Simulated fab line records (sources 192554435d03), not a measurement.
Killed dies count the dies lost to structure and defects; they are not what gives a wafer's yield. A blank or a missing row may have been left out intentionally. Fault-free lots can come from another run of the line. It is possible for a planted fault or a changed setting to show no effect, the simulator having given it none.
Chamber matching	flow n5-finfet	rie-diel-02 running N5_BEOL_M0_SAQP_ETCH_101: 4 sister chambers
The step etches SiNx in CH3F/O2, target depth 29.9 nm, time 42.7 s. 14 wafers are shown with their chamber, then 7 later ones without.

== WAFERS, EACH WITH ITS CHAMBER ==
wafer	chamber	showerhead-plenum-p-Torr (Torr)	throttle-valve-pct (%)	oes-product-au (a.u.)
L080.1	3	2.06	16.39	0.69
L080.4	0	2.06	16.42	0.71
L080.5	0	2.06	16.43	0.71
L081.1	3	2.06	16.36	0.68
L081.2	2	1.92	16.41	0.70
L081.6	3	2.06	16.37	0.69
L083.3	0	2.06	16.43	0.71
L083.5	1	2.03	15.94	0.84
L083.6	2	1.91	16.45	0.70
L086.3	0	2.06	16.44	0.70
L086.4	0	2.06	16.43	0.70
L086.6	1	2.03	15.95	0.83
L089.1	0	2.05	16.46	0.70
L089.3	3	2.06	16.39	0.68

SIGNATURES (averages over the wafers above)
reading	chamber 0	chamber 1	chamber 2	chamber 3	scatter within a chamber
showerhead-plenum-p-Torr	2.0583	2.0300	1.9150	2.0600	0.00365
throttle-valve-pct	16.4350	15.9450	16.4300	16.3775	0.0157
oes-product-au	0.7050	0.8350	0.7000	0.6850	0.00548
Rule: for each reading, subtract the chamber's mean from the wafer's reading, divide by that reading's scatter and square the result; add these up over the readings and take the root, which gives the wafer's distance from the chamber. The wafer belongs to the nearest chamber; if the next one is less than 2 further off, it can't be placed. The scatter is the square root of a quotient: the sum, over the shown wafers, of each reading's squared deviation from its chamber's mean, divided by wafers minus chambers.

== WAFERS WITH NO CHAMBER GIVEN ==
wafer	showerhead-plenum-p-Torr (Torr)	throttle-valve-pct (%)	oes-product-au (a.u.)
L089.6	2.05	16.45	0.69
L095.1	2.05	16.47	0.69
L095.2	2.16	16.05	0.96
L095.3	2.05	16.42	0.67
L096.3	2.16	16.04	0.94
L096.5	2.05	16.46	0.68
L096.6	2.02	15.99	0.81

== CHAMBER TAKEN BY EACH ==
wafer	from the rows above	in truth
L089.6	can't be placed: 0 or 3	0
L095.1	0	0
L095.2	1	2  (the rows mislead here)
L095.3	3	3
L096.3	1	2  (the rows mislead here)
L096.5	can't be placed: 0 or 3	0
L096.6	1	1
Placed correctly: 3 of 7. From these rows, 2 cannot be placed; in 2 the true chamber is one of the candidates. Placed wrongly: 2.
